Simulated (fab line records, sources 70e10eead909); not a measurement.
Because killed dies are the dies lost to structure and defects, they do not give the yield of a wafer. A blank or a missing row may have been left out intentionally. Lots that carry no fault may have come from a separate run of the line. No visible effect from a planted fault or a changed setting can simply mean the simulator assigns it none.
fab line records + flow nand-harc
[record]
- lots = 14
- wafers = 42
- last-day = 33
route steps=1302 shown A_CONTACT@1096 THIN_TSV@1280 END@1302
lots that met no fault: taken from a fault-free run of the same line
start-h: hours from the record's first day to the start of the lot's first wafer shown + wait-h: hours since the lot's step before + " same as the row above + L1.1+2: several wafers, shown together as one row + - no value, or no start was given + * or withheld: withheld + < > ~ a bound
route shown NAME@n: a module of which the file shows steps, and the number in the route of the first + usual: mean and standard deviation over wafers with no fault + same: alike in all rows + chamber/n: place in a boat + sites: the reading at each site + _std_site: standard deviation across them + _edge_site: outer sites' mean less inner sites' + radius-mm: for every site, how far away it sits from the centre of the wafer + mask NAME#n: copy n + behind: the tool/chamber that last shaped the wafer + hold: why the lot was held/for how many hours/how that ended + device: which transistor (n, p or np) failed to switch + end of line: tests run on the same wafers once the route is complete + for a step that has no rows: nothing shown but its recipe + killed: the dies lost at the first sort to structure and to defects; this is not the yield of the wafer + map: dies across one wafer; x = killed, . = not, _ = none there
set.NAME: the setting that was run; set.NAME@STEP: the one run at that earlier step + model.NAME: the simulator's own value behind a step, which no gauge read
the route's steps for a sample of lots (tables are steps, rows are wafers)
services: the hour from which a tool's chamber was out of use, counted from the record's first day as start-h (under 0 if before that day), plus the number of hours and why
[[steps]]
[step NHARC_A_CONTACT_STRIP_108]
[recipe]
- cf4-flow-sccm = 100
- chf3-flow-sccm = 30
- ar-flow-sccm = 0
- bias-w = 0
- chemistry = CF4/CHF3
| lot.wafer  | tool        | chamber | start-h | wait-h |
|------------|-------------|---------|---------|--------|
| L505.2+1+5 | rie-diel-09 | 3,0,3   | 531.40  | 0.1    |
| L506.2+3+5 | rie-diel-09 | 0,1,3   | 531.95  | 0.1    |
| L507.3+5+6 | rie-diel-09 | 3,0,1   | 533.56  | 0.1    |
| L508.3+4+5 | rie-diel-09 | 1,3,0   | 543.93  | 0.1    |
| L509.3+2+5 | rie-diel-11 | 1,2,3   | 578.07  | 0.1    |
| L510.1+4+6 | rie-diel-09 | 0,1,0   | 585.40  | 0.1    |
| L512.1+2+3 | rie-diel-09 | 0,1,2   | 589.57  | 0.1    |
| L511.2+4+6 | rie-diel-09 | 1,0,2   | 592.02  | 0.1    |
| L513.3+1+6 | rie-diel-11 | 3,1,0   | 593.39  | 0.1    |
| L514.4+3+5 | rie-diel-09 | 3,1,2   | 616.59  | 0.1    |
| L515.2+6+5 | rie-diel-09 | 0,2,3   | 622.33  | 0.1    |
| L520.2+3+1 | rie-diel-09 | 1,2,3   | 666.64  | 0.1    |
| L519.2+6+5 | rie-diel-09 | 2,0,1   | 667.33  | 0.1    |
| L527.3+5+6 | rie-diel-09 | 0,3,0   | 739.93  | 0.1    |
[step NHARC_THIN_TSV_PRE_CLEAN_54]
[recipe]
- time-s = 30
- temp-c = 280
- gas = H2/He
[usual]
- heater-power-w = 405/39
| lot.wafer | tool           | chamber | start-h | wait-h | heater-power-w |
|-----------|----------------|---------|---------|--------|----------------|
| L506.3    | pvd-sputter-03 | -       | 567.17  | 0.0    | 395            |
| L506.2    | "              | -       | "       | "      | 378            |
| L506.5    | "              | -       | "       | "      | 399            |
| L505.2    | pvd-sputter-03 | -       | 568.35  | 0.1    | 398            |
| L505.1    | "              | -       | "       | "      | 499            |
| L505.5    | "              | -       | "       | "      | 395            |
| L507.3    | pvd-sputter-01 | -       | 569.52  | 0.1    | 373            |
| L507.6    | "              | -       | "       | "      | 363            |
| L507.5    | "              | -       | "       | "      | 416            |
| L508.4    | pvd-sputter-02 | -       | 580.29  | 0.1    | 396            |
| L508.3    | "              | -       | "       | "      | 442            |
| L508.5    | "              | -       | "       | "      | 410            |
| L509.2    | pvd-sputter-01 | -       | 613.49  | 0.0    | 420            |
| L509.3    | "              | -       | "       | "      | 357            |
| L509.5    | "              | -       | "       | "      | 413            |
| L510.4    | pvd-sputter-01 | -       | 622.89  | 0.1    | 367            |
| L510.1    | "              | -       | "       | "      | 427            |
| L510.6    | "              | -       | "       | "      | 362            |
| L512.2    | pvd-sputter-02 | -       | 624.08  | 0.0    | 387            |
| L512.1    | "              | -       | "       | "      | 440            |
| L512.3    | "              | -       | "       | "      | 354            |
| L511.4    | pvd-sputter-03 | -       | 630.51  | 0.1    | 491            |
| L511.2    | "              | -       | "       | "      | 380            |
| L511.6    | "              | -       | "       | "      | 444            |
| L513.3    | pvd-sputter-02 | -       | 631.48  | 0.1    | 433            |
| L513.1    | "              | -       | "       | "      | 410            |
| L513.6    | "              | -       | "       | "      | 438            |
| L514.4    | pvd-sputter-02 | -       | 652.98  | 0.0    | 443            |
| L514.3    | "              | -       | "       | "      | 403            |
| L514.5    | "              | -       | "       | "      | 449            |
| L515.2    | pvd-sputter-03 | -       | 658.84  | 0.1    | 448            |
| L515.6    | "              | -       | "       | "      | 488            |
| L515.5    | "              | -       | "       | "      | 390            |
| L520.1    | pvd-sputter-02 | -       | 706.61  | 0.1    | 438            |
| L520.2    | "              | -       | "       | "      | 407            |
| L520.3    | "              | -       | "       | "      | 405            |
| L519.2    | pvd-sputter-02 | -       | 707.42  | 0.1    | 452            |
| L519.5    | "              | -       | "       | "      | 399            |
| L519.6    | "              | -       | "       | "      | 443            |
| L527.3    | pvd-sputter-01 | -       | 776.29  | 0.1    | 410            |
| L527.6    | "              | -       | "       | "      | 423            |
| L527.5    | "              | -       | "       | "      | 382            |
[step NHARC_THIN_TSV_ETCH_36]
[recipe]
- target-depth-a = 650
- over-etch-frac = 0.3
- time-s = 18.571
- ion-energy-ev = 150
- chemistry = Cl2/BCl3
[usual]
- drypump-motor-current-A = 5.93/0.26
- oes-product-au = 1.001/0.013
| lot.wafer | tool         | chamber | start-h | wait-h | drypump-motor-current-A | oes-product-au | rf-hours-counter-h |
|-----------|--------------|---------|---------|--------|-------------------------|----------------|--------------------|
| L506.2    | rie-metal-02 | 0       | 568.77  | 0.2    | 5.83                    | 1.013          | 1.9                |
| L506.3    | "            | 1       | "       | "      | 5.62                    | 1.012          | -                  |
| L506.5    | "            | 1       | "       | "      | 5.65                    | 1.008          | -                  |
| L505.1    | rie-metal-01 | 0       | 569.95  | 0.2    | 6.23                    | 1.000          | 3.4                |
| L505.2    | "            | 1       | "       | "      | 5.94                    | 1.002          | 2.6                |
| L505.5    | "            | 1       | "       | "      | 5.91                    | 1.002          | -                  |
| L507.3    | rie-metal-02 | 0       | 571.02  | 0.2    | 5.84                    | 1.012          | -                  |
| L507.5    | "            | 1       | "       | "      | 5.60                    | 1.003          | -                  |
| L507.6    | "            | 0       | "       | "      | 5.84                    | 1.013          | -                  |
| L508.4    | rie-metal-02 | 0       | 581.90  | 0.2    | 5.86                    | 1.008          | -                  |
| L508.3    | "            | 1       | "       | "      | 5.62                    | 1.004          | -                  |
| L508.5    | "            | 1       | "       | "      | 5.63                    | 1.005          | -                  |
| L509.2    | rie-metal-02 | 1       | 614.98  | 0.2    | 5.62                    | 1.006          | 2.6                |
| L509.3    | "            | 1       | "       | "      | 5.64                    | 1.003          | -                  |
| L509.5    | "            | 1       | "       | "      | 5.61                    | 1.001          | -                  |
| L510.1    | rie-metal-03 | 0       | 624.51  | 0.2    | 5.64                    | 1.018          | 1.8                |
| L510.4    | "            | 0       | "       | "      | 5.64                    | 1.013          | -                  |
| L510.6    | "            | 0       | "       | "      | 5.65                    | 1.014          | -                  |
| L512.1    | rie-metal-01 | 0       | 625.67  | 0.2    | 6.27                    | 0.993          | 0.5                |
| L512.2    | "            | 1       | "       | "      | 5.91                    | 1.008          | 0.5                |
| L512.3    | "            | 0       | "       | "      | 6.26                    | 0.979          | -                  |
| L511.2    | rie-metal-01 | 0       | 631.98  | 0.2    | 6.23                    | 0.988          | 0.7                |
| L511.4    | "            | 1       | "       | "      | 5.89                    | 1.012          | -                  |
| L511.6    | "            | 1       | "       | "      | 5.88                    | 1.006          | -                  |
| L513.1    | rie-metal-03 | 1       | 633.09  | 0.2    | 6.33                    | 0.988          | 2.1                |
| L513.3    | "            | 0       | "       | "      | 5.68                    | 1.014          | -                  |
| L513.6    | "            | 0       | "       | "      | 5.66                    | 1.028          | -                  |
| L514.3    | rie-metal-01 | 0       | 654.61  | 0.2    | 6.26                    | 0.973          | -                  |
| L514.4    | "            | 1       | "       | "      | 5.91                    | 1.010          | -                  |
| L514.5    | "            | 0       | "       | "      | 6.27                    | 0.986          | -                  |
| L515.2    | rie-metal-03 | 0       | 660.45  | 0.2    | 5.68                    | 1.026          | 2.5                |
| L515.5    | "            | 1       | "       | "      | 6.30                    | 0.984          | -                  |
| L515.6    | "            | 0       | "       | "      | 5.65                    | 1.015          | -                  |
| L520.1    | rie-metal-02 | 0       | 708.22  | 0.2    | 5.82                    | 1.014          | 1.7                |
| L520.2    | "            | 1       | "       | "      | 5.64                    | 0.987          | 0.8                |
| L520.3    | "            | 0       | "       | "      | 5.84                    | 1.018          | -                  |
| L519.2    | rie-metal-01 | 0       | 709.02  | 0.2    | 6.25                    | 0.989          | 2.0                |
| L519.5    | "            | 0       | "       | "      | 6.27                    | 0.994          | -                  |
| L519.6    | "            | 1       | "       | "      | 5.90                    | 1.015          | -                  |
| L527.3    | rie-metal-03 | 0       | 777.90  | 0.1    | 5.66                    | 1.001          | -                  |
| L527.5    | "            | 1       | "       | "      | 6.28                    | 0.990          | -                  |
| L527.6    | "            | 0       | "       | "      | 5.67                    | 0.998          | -                  |
[step NHARC_END_SORT_01]
[recipe]
- temp-c = 25
[usual]
- killed-at-array = 53/19
- killed-at-other = 0.8/1.2
- killed-at-periphery = 3.7/2.3
- killed-dies = 57/19
- killed-open = 3.2/1.7
- killed-short = 2.6/1.8
[same]
- gross-dies = 677
| lot.wafer | tool      | chamber | start-h | wait-h | killed-at-array | killed-at-other | killed-at-periphery | killed-dies | killed-open | killed-short |
|-----------|-----------|---------|---------|--------|-----------------|-----------------|---------------------|-------------|-------------|--------------|
| L507.3    | prober-01 | 0       | 589.01  | 3.0    | 45              | 0               | 3                   | 48          | 2           | 5            |
| L507.5    | prober-01 | 0       | 590.58  | 3.6    | 47              | 0               | 2                   | 49          | 3           | 2            |
| L507.6    | prober-01 | 0       | 591.36  | 3.9    | 44              | 0               | 0                   | 44          | 1           | 1            |
| L520.1    | prober-02 | 0       | 716.74  | 2.5    | 102             | 0               | 0                   | 102         | 2           | 3            |
| L520.2    | prober-02 | 0       | 717.56  | 2.9    | 123             | 0               | 5                   | 128         | 3           | 0            |
| L520.3    | prober-02 | 0       | 718.38  | 3.2    | 145             | 1               | 3                   | 149         | 3           | 3            |
| L519.2    | prober-01 | 0       | 725.23  | 2.8    | 123             | 0               | 2                   | 125         | 2           | 0            |
| L519.5    | prober-01 | 0       | 727.61  | 3.7    | 73              | 0               | 3                   | 76          | 3           | 1            |
| L519.6    | prober-01 | 0       | 728.40  | 4.0    | 111             | 0               | 3                   | 114         | 2           | 2            |
// killed by level:class
L507.3 A_SLIT:chamber-film-flake=12 A_CHANNEL_HOLE_D2:chamber-film-flake=11 A_CONTACT:chamber-film-flake=7 A_STAIRCASE:chamber-film-flake=6 P_CONTACT:chamber-film-flake=2 A_CHANNEL_FILL_D2:chamber-film-flake=2 P_M0:geometric-particle:open=1 A_SOURCE_PLATE:geometric-particle:short=1
L507.5 A_SLIT:chamber-film-flake=23 A_CONTACT:chamber-film-flake=10 A_CHANNEL_HOLE_D2:chamber-film-flake=6 A_CHANNEL_HOLE_D1:chamber-film-flake=2 P_CONTACT:geometric-particle:open=1 A_CHANNEL_HOLE_D1:geometric-particle:short=1 A_CHANNEL_FILL_D2:geometric-particle:short=1 A_CHANNEL_FILL_D2:geometric-particle:open=1
L507.6 A_SLIT:chamber-film-flake=20 A_STAIRCASE:chamber-film-flake=8 A_CONTACT:chamber-film-flake=6 A_CHANNEL_HOLE_D2:chamber-film-flake=3 A_ZERO_WELL:chamber-film-flake=2 A_CHANNEL_HOLE_D1:chamber-film-flake=2 A_CHANNEL_HOLE_D2:geometric-particle:short=1 A_WL_FILL:geometric-particle:open=1
L520.1 A_CONTACT:unspecified=30 A_SLIT:chamber-film-flake=27 A_CHANNEL_HOLE_D1:chamber-film-flake=17 A_CHANNEL_HOLE_D2:chamber-film-flake=16 A_STAIRCASE:chamber-film-flake=3 A_ONON_D1:geometric-particle:short=1 A_CHANNEL_FILL_D1:geometric-particle:short=1 A_DECK1_JOINT:geometric-particle:open=1
L520.2 A_CONTACT:unspecified=42 A_CHANNEL_HOLE_D1:chamber-film-flake=32 A_SLIT:chamber-film-flake=28 A_CHANNEL_HOLE_D2:chamber-film-flake=16 P_STI:chamber-film-flake=2 A_STAIRCASE:chamber-film-flake=2 P_CONTACT:geometric-particle:open=1 P_M2:geometric-particle:open=1
L520.3 A_CONTACT:unspecified=91 A_CHANNEL_HOLE_D1:chamber-film-flake=21 A_CHANNEL_HOLE_D2:chamber-film-flake=13 A_SLIT:chamber-film-flake=7 A_STAIRCASE:chamber-film-flake=5 A_M0:chamber-film-flake=2 P_M2:geometric-particle:open=1 A_SOURCE_PLATE:geometric-particle:short=1
L519.2 A_CONTACT:unspecified=93 A_CONTACT:chamber-film-flake=10 A_CHANNEL_HOLE_D1:chamber-film-flake=6 A_SLIT:chamber-film-flake=4 A_WL_FILL:chamber-film-flake=4 A_DECK1_JOINT:geometric-particle:open=1 A_M0:geometric-particle:open=1 P_ZERO_WELL:chamber-film-flake=1
L519.5 A_CONTACT:unspecified=48 A_CONTACT:chamber-film-flake=8 A_CHANNEL_HOLE_D1:chamber-film-flake=5 A_SLIT:chamber-film-flake=5 P_M0:chamber-film-flake=2 A_STAIRCASE:chamber-film-flake=2 P_M0:geometric-particle:open=1 A_ONON_D2:geometric-particle:short=1
L519.6 A_CONTACT:unspecified=91 A_SLIT:chamber-film-flake=5 A_CHANNEL_HOLE_D1:chamber-film-flake=4 P_STI:chamber-film-flake=2 A_DECK1_JOINT:chamber-film-flake=2 A_STAIRCASE:chamber-film-flake=2 A_CONTACT:chamber-film-flake=2 P_M0:geometric-particle:open=1
[[services]]
| tool           | chamber | start-h | hours | kind   |
|----------------|---------|---------|-------|--------|
| rie-metal-03   | -       | 519.17  | 9.0   | pm     |
| pvd-sputter-03 | -       | 526.18  | 10.0  | pm     |
| pvd-sputter-02 | -       | 559.35  | 4.8   | repair |
| rie-metal-01   | -       | 575.05  | 9.0   | pm     |
| pvd-sputter-01 | -       | 582.00  | 10.0  | pm     |
| rie-diel-09    | 2       | 583.96  | 4.6   | repair |
| rie-metal-02   | 1       | 587.84  | 4.7   | repair |
| pvd-sputter-01 | -       | 599.31  | 5.2   | repair |
| rie-diel-11    | -       | 609.52  | 9.0   | pm     |
| rie-diel-11    | 0       | 620.33  | 3.0   | repair |
| pvd-sputter-03 | -       | 622.75  | 2.2   | repair |
| rie-metal-03   | -       | 626.13  | 0.2   | repair |
| rie-metal-02   | -       | 631.00  | 9.0   | pm     |
| rie-diel-09    | 3       | 633.77  | 4.6   | repair |
| pvd-sputter-02 | -       | 638.00  | 10.0  | pm     |
| rie-metal-02   | 1       | 652.29  | 15.0  | repair |
| pvd-sputter-03 | -       | 670.08  | 3.7   | repair |
| rie-diel-09    | -       | 674.19  | 9.0   | pm     |
| rie-metal-03   | -       | 696.17  | 9.0   | pm     |
| pvd-sputter-03 | -       | 704.18  | 10.0  | pm     |
| rie-diel-09    | 1       | 717.57  | 6.1   | repair |
| pvd-sputter-01 | -       | 733.25  | 1.5   | repair |
| rie-metal-01   | -       | 752.05  | 9.0   | pm     |
| pvd-sputter-01 | -       | 760.00  | 10.0  | pm     |
[[key]]
[first-sign]
- step = NHARC_END_SORT_01
- reading = killed-at-array
- direction = up
- sigmas = 3.1
- usual = 53
- struck = 113
- wafers-moved = 5
[effect]
- step = NHARC_END_SORT_01
- reading = killed-dies
- direction = up
- sigmas = 3
- usual = 57
- struck = 116
- wafers-moved = 5
[more-kills-born-at]
- NHARC_A_CONTACT_STRIP_108@rie-diel-09 = 395
met-at NHARC_A_CONTACT_STRIP_108
struck-lots L519,L520
tester-left-out L519,L520
not-acting-at NHARC_THIN_TSV_PRE_CLEAN_54,NHARC_THIN_TSV_ETCH_36
onset-between 622.33 666.64
[fault]
- kind = chamber-particle-source
- tool = rie-diel-09
- chamber = -
- onset-h = 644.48
- steps = NHARC_A_CONTACT_STRIP_108
- rate-per-visit-cm2 = 1.2398
- end-h = 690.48
// tester-left-out: of these lots the tester's yield and bins aren't shown, on N5 and GAA mostly nor the transistor test; their killed dies are dies lost to structure and defects alone, not to doping, threshold or leakage, so they don't give the yield
